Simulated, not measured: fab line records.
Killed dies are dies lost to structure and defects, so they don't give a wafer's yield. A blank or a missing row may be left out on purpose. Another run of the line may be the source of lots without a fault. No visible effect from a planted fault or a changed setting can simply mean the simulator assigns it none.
8D (eight disciplines) problem report, filled in by code -- flow n5Finfet -- the parts of the form that need people (team, actions taken, sign-off) are left out

1. WHAT WENT WRONG
runLengthS at N5_BEOL_M2_COAT_61 reads a mean of 57.94 s on 3 wafers of 2 lots; wafers without a fault read 66.27 s with a standard deviation of 0.23. That puts it -36 standard deviations away from the usual mean.
The step: time 60 s, resist thk 60 nm.
First seen on wafer L314.4, day 10 00:04, on lithoTrack-05. The record has a number at this step for 30 wafers belonging to 10 lots. Rule for "out" (also "out of limits"): further than 4 standard deviations from the usual mean. All remaining wafers that have a number are taken as sound.

2. WHAT THIS IS AND IS NOT
question,is,is not
which readings at this step,"runLengthS, heaterPowerTotalW",chillPlateTempC
which lots,"L313, L314","L302, L303, L308, L317, L319, L321, L323, L324"
which wafers of those lots,"L313.3, L313.4, L314.4","L313.1, L314.5, L314.6"
read on which tools,lithoTrack-05,"lithoTrack-01, lithoTrack-03"
when,from day 10 00:04,"up to then (11 sound wafers); but 16 sound wafers of L313, L317, L319, L321, L323, L324 came after"

3. WHAT RULES OUT EACH SUSPECT
Counting: if a tool at a process step up to the reading ran every lot that is out, it stays a suspect. Sound lots after the first of them don't rule it out here, since some wafers of a struck lot are sound.
- lithoTrack-05 at N5_BEOL_M2_COAT_61 (time 60 s, resist thk 60 nm): kept. Ran every lot that is out, first one L314 (day 10 00:04); last sound lot up to then L308 (day 8 04:40). On those wafers its own readings are out: heaterPowerTotalW, runLengthS.
The count leaves lithoTrack-05 at N5_BEOL_M2_COAT_61.

4. THE CAUSE (what the simulator had put in)
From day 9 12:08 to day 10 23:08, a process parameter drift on lithoTrack-05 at N5_BEOL_M2_COAT_61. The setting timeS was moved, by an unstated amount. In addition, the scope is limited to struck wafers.
This tool alone remained once counting was done.

5. THE EFFECT CHAIN, in route order
One row per reading whose mean, taken over the struck wafers that have a number, lies over 3 standard deviations from the usual. Readings are gone through only where the record gives a usual standard deviation; hours: the median, over the lots, of the time from a lot's start at the first step in this table giving one to that lot's start at this step; sigmas: the change measured in usual standard deviations.
hours,step,reading,usual,on struck wafers,change,sigmas
0,N5_BEOL_M2_COAT_61,heaterPowerTotalW,500.2 W,547.4,+47.2,+26
0,N5_BEOL_M2_COAT_61,runLengthS,66.27 s,57.94,-8.33,-36
It contains these process steps:
- N5_BEOL_M2_COAT_61: time 60 s, resist thk 60 nm.
Later steps that measure or inspect, where all struck wafers having a row at the step show a number for every such reading and not one has moved that far: N5_BEOL_M4_RC_MEAS_101.

6. WHAT WOULD HAVE CAUGHT IT SOONER
In this record no reading fell out of limits until day 10 00:04, 12 hours after the fault had begun at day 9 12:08.
